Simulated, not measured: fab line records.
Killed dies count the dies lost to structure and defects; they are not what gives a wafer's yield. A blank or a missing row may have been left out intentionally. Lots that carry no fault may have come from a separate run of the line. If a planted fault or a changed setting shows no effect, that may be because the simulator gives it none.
Which of the tools did it? ; flow nand_harc ; Sampling: 11 lots, 33 wafers, 6 of 1159 route steps

## WHAT THE GAUGES SHOWED, per wafer
NHARC_END_SORT_01.
lot;measured;on;defect_limited_yield (%)
L134;day 21 21:05;prober-02;96.8 97.3 98.1
L140;day 24 03:14;prober-02;95.6 93.9 94.4

## WHICH TOOL RAN EACH LOT (tool, then ch and the chambers of the sampled wafers, then the start)
lot;NHARC_A_M0_PRE_CLEAN_31;NHARC_A_M1_DESCUM_14;NHARC_A_M1_STRIP_18;NHARC_A_M1_ECD_22;NHARC_A_M1_CMP_23
L128;pecvd-04 ch 0,1,2, day 18 10:32;rie_diel-13 ch 0,1, day 18 12:25;rie_diel-09 ch 1,2,3, day 18 12:51;ecd_cu-02 ch 0,1, day 18 13:55;cmp-01 ch 1,2, day 18 14:32
L130;pecvd-04 ch 0,1, day 18 18:52;rie_diel-13 ch 0,1,2, day 19 00:22;rie_diel-01 ch 1,2,3, day 19 00:51;ecd_cu-01 ch 0,1, day 19 01:53;cmp-02 ch 1,2, day 19 02:31
L132;pecvd-04 ch 0,1,2, day 19 15:37;rie_diel-09 ch 1,2,3, day 19 17:07;rie_diel-13 ch 0,1,2, day 19 17:31;ecd_cu-02 ch 0,1, day 19 18:38;cmp-01 ch 0,3, day 19 19:11
L135;pecvd-01 ch 0,1, day 19 15:53;rie_diel-01 ch 0,1,2, day 19 17:26;rie_diel-09 ch 0,2,3, day 19 17:50;ecd_cu-02 ch 0,1, day 19 18:48;cmp-02 ch 0,1,3, day 19 19:33
L134;pecvd-03 ch 0,1, day 20 05:25;rie_diel-13 ch 1,2,3, day 20 06:56;rie_diel-01 ch 0,1, day 20 07:18;ecd_cu-02 ch 0,1, day 20 08:23;cmp-02 ch 0,1, day 20 09:02
L141;pecvd-01 ch 0,1,2, day 20 19:13;rie_diel-09 ch 1,2, day 20 20:35;rie_diel-13 ch 2,3, day 20 21:02;ecd_cu-02 ch 0,1, day 20 22:00;cmp-03 ch 0,1, day 20 22:47
L144;pecvd-01 ch 0,1,2, day 21 18:21;rie_diel-09 ch 0,3, day 21 19:52;rie_diel-09 ch 0,3, day 21 20:17;ecd_cu-02 ch 0,1, day 21 21:15;cmp-03 ch 0,1,3, day 21 22:02
L140;pecvd-03 ch 1,2, day 22 03:53;rie_diel-09 ch 0,2,3, day 22 05:17;rie_diel-01 ch 0,2,3, day 22 05:43;ecd_cu-01 ch 0,1, day 22 06:40;cmp-03 ch 0,3, day 22 07:23
L150;pecvd-03 ch 0,2, day 22 20:16;rie_diel-01 ch 1,2, day 22 21:46;rie_diel-09 ch 1,2, day 22 22:11;ecd_cu-01 ch 0,1, day 22 23:11;cmp-01 ch 2,3, day 22 23:56
L148;pecvd-03 ch 0,2, day 23 01:53;rie_diel-13 ch 0,1,2, day 23 03:25;rie_diel-13 ch 0,2,3, day 23 03:47;ecd_cu-01 ch 0,1, day 23 05:40;cmp-03 ch 0,2,3, day 23 06:23
L151;pecvd-03 ch 0,2, day 23 10:20;rie_diel-09 ch 0,1,3, day 23 11:42;rie_diel-01 ch 1,2,3, day 23 12:05;ecd_cu-01 ch 0,1, day 23 13:05;cmp-01 ch 0,1,3, day 23 13:56
- NHARC_A_M0_PRE_CLEAN_31: time 12 s.
- NHARC_A_M1_DESCUM_14: chemistry O2, time 3 s.
- NHARC_A_M1_STRIP_18: strips in N2/H2.
- NHARC_A_M1_ECD_22: material Cu, target thk 400 nm.
- NHARC_A_M1_CMP_23: polishes, t overpolish 20 s, target thk 154.34 nm.

## THE ANSWER, worked out from the rows above alone
Rule: usual is defined by the lots themselves. The widest of any qualifying gaps counts: lots, ordered by their means at a reading, are off when they make up no more than a third of the lots, leave a main group of 4 or more, and stand apart from it by 3 or more times the standard deviation of that group's means. The tables above print the reading to a certain number of digits; a main group whose means all agree to those digits is not used. Also off: a lot with no number at a reading for which 4 or more lots have one. Where the step has rows for the other lots, those lots are counted as sound.
Across all readings shown, no lot is off: no conclusion can be drawn from this.

## WHAT THE SIMULATOR HAD PUT IN
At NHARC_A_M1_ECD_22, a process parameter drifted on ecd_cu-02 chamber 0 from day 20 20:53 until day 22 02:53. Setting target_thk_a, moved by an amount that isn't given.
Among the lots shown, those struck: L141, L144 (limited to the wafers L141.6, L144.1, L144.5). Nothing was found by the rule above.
